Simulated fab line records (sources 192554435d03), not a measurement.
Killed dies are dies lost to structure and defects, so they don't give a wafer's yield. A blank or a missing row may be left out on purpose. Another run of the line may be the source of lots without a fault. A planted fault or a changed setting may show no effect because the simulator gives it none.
fab line records ; flow n5Finfet
[record] lots = 7; wafers = 21
route steps=1938 shown BEOL_M15@1800 MIM_TOP_LITHO@1843 PASSIVATION@1921
startH: start of the lot's first displayed wafer, in hours after the record's first day ; waitH: time in hours since the lot's previous step ; " repeats the value in the row above ; L1.1+2: a row that stands for several wafers ; - either no value or no given start ; * or withheld: withheld ; < > ~ a bound
route shown NAME@n: NAME is a module with steps in the file, n the number in the route of the first one ; usual: mean/standard deviation taken from wafers without a fault ; same: alike in all rows ; chamber/n: place in a boat ; sites: each site's reading ; _std_site: standard deviation of those values ; _edge_site: outer sites' mean less inner sites' ; radiusMm: how far each site lies from the wafer's centre ; mask NAME#n: copy n ; behind: the most recent tool/chamber to have shaped the wafer ; hold: reason for holding the lot/hours on hold/outcome of the hold ; device: the transistor (n, p or np) that didn't switch ; end of line: the same wafers' tests at the end of the route ; a step with no rows: only its recipe ; killed: not the wafer's yield, but the dies lost to structure and defects at the first sort ; map: shows each die of a wafer: x if killed, . if not, _ if none is there
set.NAME: the setting the step ran with; set.NAME@STEP: the setting that earlier step ran with ; model.NAME: the simulator's own value behind a step, which no gauge read
lots where settings were altered on purpose, with a table for each step and a row for each wafer
[[steps]]
[step N5_BEOL_M15_EXPOSE_25]
[recipe] maskId = M15; na = 0.8; sourceShape = annular; sigmaInner = 0.5; sigmaOuter = 0.8; polarization = unpolarized; targetCdNm = 400; doseMj = 35.5
lot.wafer;tool;chamber;startH;waitH;mask;set.doseMj
L076.2+3+4;krfScanner-02;0;265.00;-;M15#0;35.5
L078.2+5;krfScanner-02;0;265.50;-;M15#0;33.66
L078.3;krfScanner-02;0;265.50;-;M15#0;35.5
L079.2+3+5;krfScanner-01;0;277.74;-;M15#0;35.5
L080.4+6;krfScanner-02;0;280.51;-;M15#0;34.28
L080.5;krfScanner-02;0;280.51;-;M15#0;35.5
L093.1+3+6;krfScanner-01;0;360.76;-;M15#0;35.5
L094.3+4;krfScanner-01;0;366.91;-;M15#0;35.5
L094.5;krfScanner-01;0;366.91;-;M15#0;37.31
L095.2+3;krfScanner-02;0;369.50;-;M15#0;35.5
L095.4;krfScanner-02;0;369.50;-;M15#0;34.44
[step N5_BEOL_M15_PEB_26]
[recipe] pebTempC = 130; pebTimeS = 90
[step N5_BEOL_M15_DEVELOP_27]
[recipe] developTimeS = 45; rinseLiquid = diw; dry = airSpin; devTempC = 21
[step N5_BEOL_M15_HARDBAKE_32]
[recipe] tempC = 130; timeS = 120
[step N5_BEOL_M15_CD_MEAS_28]
[recipe] targetCdNm = 407.6; landingEnergyEv = 500; detector = seInlens
[usual] cdNm = 408.1/1.8
lot.wafer;tool;chamber;startH;waitH;set.doseMj@BEOL_M15_EXPOSE_25;cdNm
L076.2;cdSem-02;0;265.16;-;35.5;406.4
L076.3;cdSem-02;0;265.16;-;35.5;405.8
L076.4;cdSem-02;0;265.16;-;35.5;407.5
L078.2;cdSem-02;0;265.67;-;33.66;399.1
L078.3;cdSem-02;0;265.67;-;35.5;406.8
L078.5;cdSem-02;0;265.67;-;33.66;399.3
L079.2;cdSem-01;0;277.90;-;35.5;407.3
L079.3;cdSem-01;0;277.90;-;35.5;408.2
L079.5;cdSem-01;0;277.90;-;35.5;407.1
L080.4;cdSem-03;0;280.67;-;34.28;404.4
L080.5;cdSem-03;0;280.67;-;35.5;407.8
L080.6;cdSem-03;0;280.67;-;34.28;404.7
L093.1;cdSem-02;0;360.93;-;35.5;406.4
L093.3;cdSem-02;0;360.93;-;35.5;408.7
L093.6;cdSem-02;0;360.93;-;35.5;407.3
L094.3;cdSem-02;0;367.07;-;35.5;411.0
L094.4;cdSem-02;0;367.07;-;35.5;409.3
L094.5;cdSem-02;0;367.07;-;37.31;416.9
L095.2;cdSem-02;0;369.67;-;35.5;404.9
L095.3;cdSem-02;0;369.67;-;35.5;409.7
L095.4;cdSem-02;0;369.67;-;34.44;404.1
[step N5_BEOL_M15_DESCUM_33]
[recipe] chemistry = O2; timeS = 7.9; sourcePowerW = 50; biasPowerW = 20; pressureMtorr = 20; rfFrequencyHz = 2.712e+07; tempC = 40; o2FlowSccm = 225
lot.wafer;tool;chamber;startH;waitH;set.doseMj@BEOL_M15_EXPOSE_25;model.BEOL_M15.cdNm
L076.2;rieDiel-05;0;265.25;0.0;35.5;406.4
L076.3;rieDiel-05;3;265.25;0.0;35.5;406
L076.4;rieDiel-05;1;265.25;0.0;35.5;407.8
L078.2;rieDiel-03;0;265.92;0.2;33.66;399.2
L078.3;rieDiel-03;1;265.92;0.2;35.5;407
L078.5;rieDiel-03;3;265.92;0.2;33.66;399
L079.2;rieDiel-03;0;277.99;0.0;35.5;407.2
L079.3;rieDiel-03;1;277.99;0.0;35.5;408.4
L079.5;rieDiel-03;3;277.99;0.0;35.5;407
L080.4;rieDiel-03;0;280.75;0.0;34.28;404.2
L080.5;rieDiel-03;3;280.75;0.0;35.5;408
L080.6;rieDiel-03;2;280.75;0.0;34.28;404.4
L093.1;rieDiel-05;0;361.17;0.2;35.5;406.6
L093.3;rieDiel-05;2;361.17;0.2;35.5;408.8
L093.6;rieDiel-05;1;361.17;0.2;35.5;407.4
L094.3;rieDiel-06;1;367.16;0.0;35.5;410.8
L094.4;rieDiel-06;2;367.16;0.0;35.5;409.4
L094.5;rieDiel-06;3;367.16;0.0;37.31;416.8
L095.2;rieDiel-03;2;369.76;0.0;35.5;405
L095.3;rieDiel-03;3;369.76;0.0;35.5;409.4
L095.4;rieDiel-03;3;369.76;0.0;34.44;404
[step N5_BEOL_M15_TRENCH_ETCH_34]
[recipe] chemistry = C4F8/O2/Ar; target = SiO2; targetDepthA = 8729.3; heInnerTorr = 15; heOuterTorr = 30; timeS = 199; ionEnergyEv = 800; pressureMtorr = 20; sourceW = 1905; biasW = 2040; Ar_flow_sccm = 400; C4F8_flow_sccm = 16; O2_flow_sccm = 12
[usual] rfVppV = 2228/35
lot.wafer;tool;chamber;startH;waitH;set.biasW;set.doseMj@BEOL_M15_EXPOSE_25;rfVppV;model.BEOL_M15.cdNm
L076.2;rieDiel-05;0;265.34;0.0;2040;35.5;2196;399.2
L076.3;rieDiel-05;3;265.34;0.0;2040;35.5;2291;399.2
L076.4;rieDiel-05;1;265.34;0.0;2250;35.5;2440;399.4
L078.2;rieDiel-03;0;266.01;0.0;2040;33.66;2251;391.6
L078.3;rieDiel-03;1;266.01;0.0;1807;35.5;2052;399.4
L078.5;rieDiel-03;3;266.01;0.0;1807;33.66;2013;393
L079.2;rieDiel-03;0;278.08;0.0;2040;35.5;2250;398.8
L079.3;rieDiel-03;1;278.08;0.0;2040;35.5;2232;401.2
L079.5;rieDiel-03;3;278.08;0.0;2040;35.5;2190;401
L080.4;rieDiel-03;0;280.84;0.0;2040;34.28;2249;396.2
L080.5;rieDiel-03;3;280.84;0.0;2040;35.5;2191;402.2
L080.6;rieDiel-03;2;280.84;0.0;2252;34.28;2412;396.2
L093.1;rieDiel-05;0;361.25;0.0;2040;35.5;2197;399.8
L093.3;rieDiel-05;2;361.25;0.0;2040;35.5;2220;401.4
L093.6;rieDiel-05;1;361.25;0.0;2040;35.5;2278;398.6
L094.3;rieDiel-06;1;367.24;0.0;2303;35.5;2445;402.4
L094.4;rieDiel-06;2;367.24;0.0;2303;35.5;2408;401.8
L094.5;rieDiel-06;3;367.24;0.0;2040;37.31;2194;408.2
L095.2;rieDiel-03;2;369.84;0.0;1702;35.5;1980;398
L095.3;rieDiel-03;3;369.84;0.0;1702;35.5;1924;402.4
L095.4;rieDiel-03;3;369.84;0.0;1702;34.44;1925;396
[step N5_MIM_TOP_LITHO_EXPOSE_05]
[recipe] maskId = MIM_TOP; na = 0.55; sourceShape = conventional; sigmaOuter = 0.8; polarization = unpolarized; targetCdNm = 2000; doseMj = 20.5
lot.wafer;tool;chamber;startH;waitH;mask;set.doseMj
L076.2+3;krfScanner-02;0;271.80;-;MIM_TOP#0;19.17
L076.4;krfScanner-02;0;271.80;-;MIM_TOP#0;20.5
L078.2+3;krfScanner-01;0;272.48;-;MIM_TOP#0;21.85
L078.5;krfScanner-01;0;272.48;-;MIM_TOP#0;20.5
L079.2+3;krfScanner-01;0;285.99;-;MIM_TOP#0;21.3
L079.5;krfScanner-01;0;285.99;-;MIM_TOP#0;20.5
L080.4;krfScanner-02;0;290.37;-;MIM_TOP#0;20.5
L080.5+6;krfScanner-02;0;290.37;-;MIM_TOP#0;19.15
L093.1+3+6;krfScanner-01;0;367.48;-;MIM_TOP#0;20.5
L094.3+4+5;krfScanner-02;0;373.74;-;MIM_TOP#0;20.5
L095.2;krfScanner-02;0;376.88;-;MIM_TOP#0;20.5
L095.3+4;krfScanner-02;0;376.88;-;MIM_TOP#0;20.06
[step N5_MIM_TOP_LITHO_DEVELOP_07]
[recipe] developTimeS = 60; rinseLiquid = diw; dry = airSpin; devTempC = 21
lot.wafer;tool;chamber;startH;waitH;set.developTimeS
L076.2;lithoTrack-04;0;-;-;54.12
L076.3+4;lithoTrack-04;0;-;-;60
L078.2;lithoTrack-02;0;-;-;60
L078.3+5;lithoTrack-02;0;-;-;69.37
L079.2+3+5;lithoTrack-04;0;-;-;60
L080.4;lithoTrack-04;0;-;-;55.53
L080.5+6;lithoTrack-04;0;-;-;60
L093.1+3+6;lithoTrack-04;0;-;-;60
L094.3+5;lithoTrack-02;0;-;-;69.4
L094.4;lithoTrack-02;0;-;-;60
L095.2+3+4;lithoTrack-04;0;-;-;60
[step N5_MIM_TOP_LITHO_HARDBAKE_09]
[recipe] tempC = 130; timeS = 120
[step N5_MIM_TOP_LITHO_CD_MEAS_08]
[recipe] targetCdNm = 2000; landingEnergyEv = 500; detector = seInlens
[usual] cdNm = 2000.5/1.5
lot.wafer;tool;chamber;startH;waitH;set.doseMj@MIM_TOP_LITHO_EXPOSE_05;cdNm
L076.2;cdSem-03;0;271.97;-;19.17;2015.3
L076.3;cdSem-03;0;271.97;-;19.17;2011.1
L076.4;cdSem-03;0;271.97;-;20.5;2000.5
L078.2;cdSem-03;0;272.65;-;21.85;1990.6
L078.3;cdSem-03;0;272.65;-;21.85;1986.5
L078.5;cdSem-03;0;272.65;-;20.5;1999.7
L079.2;cdSem-01;0;286.16;-;21.3;1993.5
L079.3;cdSem-01;0;286.16;-;21.3;1993.8
L079.5;cdSem-01;0;286.16;-;20.5;2001.1
L080.4;cdSem-02;0;290.53;-;20.5;2000.8
L080.5;cdSem-02;0;290.53;-;19.15;2011.5
L080.6;cdSem-02;0;290.53;-;19.15;2012.5
L093.1;cdSem-03;0;367.66;-;20.5;1999.7
L093.3;cdSem-03;0;367.66;-;20.5;1999.4
L093.6;cdSem-03;0;367.66;-;20.5;1999.6
L094.3;cdSem-02;0;373.91;-;20.5;1995.3
L094.4;cdSem-02;0;373.91;-;20.5;1999.3
L094.5;cdSem-02;0;373.91;-;20.5;1998.0
L095.2;cdSem-02;0;377.06;-;20.5;2002.0
L095.3;cdSem-02;0;377.06;-;20.06;2004.8
L095.4;cdSem-02;0;377.06;-;20.06;2007.2
[step N5_MIM_TOP_LITHO_DESCUM_10]
[recipe] chemistry = O2; timeS = 7.9; sourcePowerW = 50; biasPowerW = 20; pressureMtorr = 20; rfFrequencyHz = 2.712e+07; tempC = 40; o2FlowSccm = 225
lot.wafer;tool;chamber;startH;waitH;set.doseMj@MIM_TOP_LITHO_EXPOSE_05;model.MIM_TOP_LITHO.cdNm
L076.2;rieDiel-04;3;272.15;0.1;19.17;2015
L076.3;rieDiel-04;0;272.15;0.1;19.17;2011
L076.4;rieDiel-04;3;272.15;0.1;20.5;2000
L078.2;rieDiel-04;3;272.74;0.0;21.85;1991
L078.3;rieDiel-04;0;272.74;0.0;21.85;1986
L078.5;rieDiel-04;0;272.74;0.0;20.5;1999
L079.2;rieDiel-02;3;286.60;0.4;21.3;-
L079.3;rieDiel-02;0;286.60;0.4;21.3;1994
L079.5;rieDiel-02;3;286.60;0.4;20.5;2001
L080.4;rieDiel-01;2;290.74;0.2;20.5;2001
L080.5;rieDiel-01;1;290.74;0.2;19.15;2012
L080.6;rieDiel-01;3;290.74;0.2;19.15;2013
L093.1+3+6;rieDiel-02;0,3,0;367.75;0.0;20.5;2000
L094.3;rieDiel-02;2;374.00;0.0;20.5;1996
L094.4;rieDiel-02;3;374.00;0.0;20.5;2000
L094.5;rieDiel-02;0;374.00;0.0;20.5;1998
L095.2;rieDiel-04;0;377.15;0.0;20.5;2002
L095.3;rieDiel-04;2;377.15;0.0;20.06;2005
L095.4;rieDiel-04;1;377.15;0.0;20.06;2007
[step N5_PASSIVATION_EXPOSE_41]
[recipe] maskId = PASS_OPEN; na = 0.55; defocusNm = 0; sourceShape = conventional; sigmaOuter = 0.8; polarization = unpolarized; targetCdNm = 40000; doseMj = 57.25
lot.wafer;tool;chamber;startH;waitH;mask;set.doseMj
L076.2+4;krfScanner-01;0;278.48;-;PASS_OPEN#0;57.25
L076.3;krfScanner-01;0;278.48;-;PASS_OPEN#0;61.1
L078.2+5;krfScanner-01;0;279.89;-;PASS_OPEN#0;57.25
L078.3;krfScanner-01;0;279.89;-;PASS_OPEN#0;59.56
L079.2+5;krfScanner-02;0;293.21;-;PASS_OPEN#0;57.25
L079.3;krfScanner-02;0;293.21;-;PASS_OPEN#0;58.95
L080.4+5+6;krfScanner-02;0;296.94;-;PASS_OPEN#0;57.25
L093.1+3+6;krfScanner-02;0;375.47;-;PASS_OPEN#0;57.25
L094.3+4+5;krfScanner-01;0;379.23;-;PASS_OPEN#0;57.25
L095.2+4;krfScanner-02;0;386.73;-;PASS_OPEN#0;57.25
L095.3;krfScanner-02;0;386.73;-;PASS_OPEN#0;60.48
[step N5_PASSIVATION_PEB_42]
[recipe] pebTempC = withheld; pebTimeS = *
[step N5_PASSIVATION_DEVELOP_43]
[recipe] developTimeS = 60; rinseLiquid = diw; dry = airSpin; devTempC = 21
[step N5_PASSIVATION_HARDBAKE_45]
[recipe] tempC = 130; timeS = 120
[step N5_PASSIVATION_CD_MEAS_44]
[recipe] targetCdNm = 40000; landingEnergyEv = 500; detector = seInlens
[usual] cdNm = 40000/3.7
lot.wafer;tool;chamber;startH;waitH;set.doseMj@PASSIVATION_EXPOSE_41;cdNm
L076.2;cdSem-02;0;278.65;-;57.25;39997
L076.3;cdSem-02;0;278.65;-;61.1;40028
L076.4;cdSem-02;0;278.65;-;57.25;39998
L078.2;cdSem-01;0;280.06;-;57.25;40002
L078.3;cdSem-01;0;280.06;-;59.56;40014
L078.5;cdSem-01;0;280.06;-;57.25;39997
L079.2;cdSem-02;0;293.39;-;57.25;39999
L079.3;cdSem-02;0;293.39;-;58.95;40014
L079.5;cdSem-02;0;293.39;-;57.25;39996
L080.4;cdSem-01;0;297.11;-;57.25;39995
L080.5;cdSem-01;0;297.11;-;57.25;39997
L080.6;cdSem-01;0;297.11;-;57.25;40004
L093.1;cdSem-01;0;375.65;-;57.25;39996
L093.3;cdSem-01;0;375.65;-;57.25;39994
L093.6;cdSem-01;0;375.65;-;57.25;40002
L094.3;cdSem-01;0;379.40;-;57.25;40003
L094.4;cdSem-01;0;379.40;-;57.25;40004
L094.5;cdSem-01;0;379.40;-;57.25;39996
L095.2;cdSem-02;0;386.90;-;57.25;39996
L095.3;cdSem-02;0;386.90;-;60.48;40015
L095.4;cdSem-02;0;386.90;-;57.25;39998
[step N5_PASSIVATION_ETCH_54]
[recipe] chemistry = CHF3/O2; target = SiO2; targetDepthA = 8800; CHF3_flow_sccm = 50; O2_flow_sccm = 5; Ar_flow_sccm = 200; timeS = 440; maskMaterial = PR; pressureMtorr = 30; sourceW = 650; biasW = 170; ionEnergyEv = 200
[usual] rfVppV = 524/7.6
lot.wafer;tool;chamber;startH;waitH;set.sourceW;rfVppV
L076.2;rieDiel-04;0;279.00;0.1;650;515
L076.3;rieDiel-04;2;279.00;0.1;650;520
L076.4;rieDiel-04;3;279.00;0.1;650;527
L078.2;rieDiel-01;0;280.41;0.1;650;518
L078.3;rieDiel-01;1;280.41;0.1;650;525
L078.5;rieDiel-01;3;280.41;0.1;650;534
L079.2;rieDiel-04;2;294.13;0.1;650;520
L079.3;rieDiel-04;1;294.13;0.1;650;515
L079.5;rieDiel-04;0;294.13;0.1;650;516
L080.4;rieDiel-04;2;297.52;0.1;571.1;555
L080.5;rieDiel-04;1;297.52;0.1;650;515
L080.6;rieDiel-04;0;297.52;0.1;650;515
L093.1;rieDiel-01;0;376.05;0.1;650;527
L093.3;rieDiel-01;3;376.05;0.1;650;532
L093.6;rieDiel-01;0;376.05;0.1;650;525
L094.3;rieDiel-04;2;379.75;0.1;650;520
L094.4;rieDiel-04;0;379.75;0.1;650;515
L094.5;rieDiel-04;0;379.75;0.1;758.5;478
L095.2;rieDiel-01;3;387.25;0.1;650;534
L095.3;rieDiel-01;2;387.25;0.1;765.7;496
L095.4;rieDiel-01;1;387.25;0.1;650;526
[[key]]
[split] step = N5_BEOL_M15_EXPOSE_25; setting = doseMj; stated = 35.5; by = wafer
[response] step = N5_BEOL_M15_CD_MEAS_28; reading = cdNm; change = +1.28; per = 1%; r = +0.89
[response] step = N5_BEOL_M15_DESCUM_33; reading = model.BEOL_M15.cdNm; change = +1.32; per = 1%; r = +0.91
[response] step = N5_BEOL_M15_TRENCH_ETCH_34; reading = model.BEOL_M15.cdNm; change = +1.37; per = 1%; r = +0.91
[split] step = N5_BEOL_M15_TRENCH_ETCH_34; setting = biasW; stated = 2040; by = wafer
[response] step = N5_BEOL_M15_TRENCH_ETCH_34; reading = rfVppV; change = +18.6; per = 1%; r = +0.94
[split] step = N5_MIM_TOP_LITHO_EXPOSE_05; setting = doseMj; stated = 20.5; by = wafer
[response] step = N5_MIM_TOP_LITHO_CD_MEAS_08; reading = cdNm; change = -1.8; per = 1%; r = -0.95
[response] step = N5_MIM_TOP_LITHO_DESCUM_10; reading = model.MIM_TOP_LITHO.cdNm; change = -1.82; per = 1%; r = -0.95
[split] step = N5_MIM_TOP_LITHO_DEVELOP_07; setting = developTimeS; stated = 60; by = wafer
response none clear
[split] step = N5_PASSIVATION_EXPOSE_41; setting = doseMj; stated = 57.25; by = wafer
[response] step = N5_PASSIVATION_CD_MEAS_44; reading = cdNm; change = +4.07; per = 1%; r = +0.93
[split] step = N5_PASSIVATION_ETCH_54; setting = sourceW; stated = 650; by = wafer
[response] step = N5_PASSIVATION_ETCH_54; reading = rfVppV; change = -2.35; per = 1%; r = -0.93
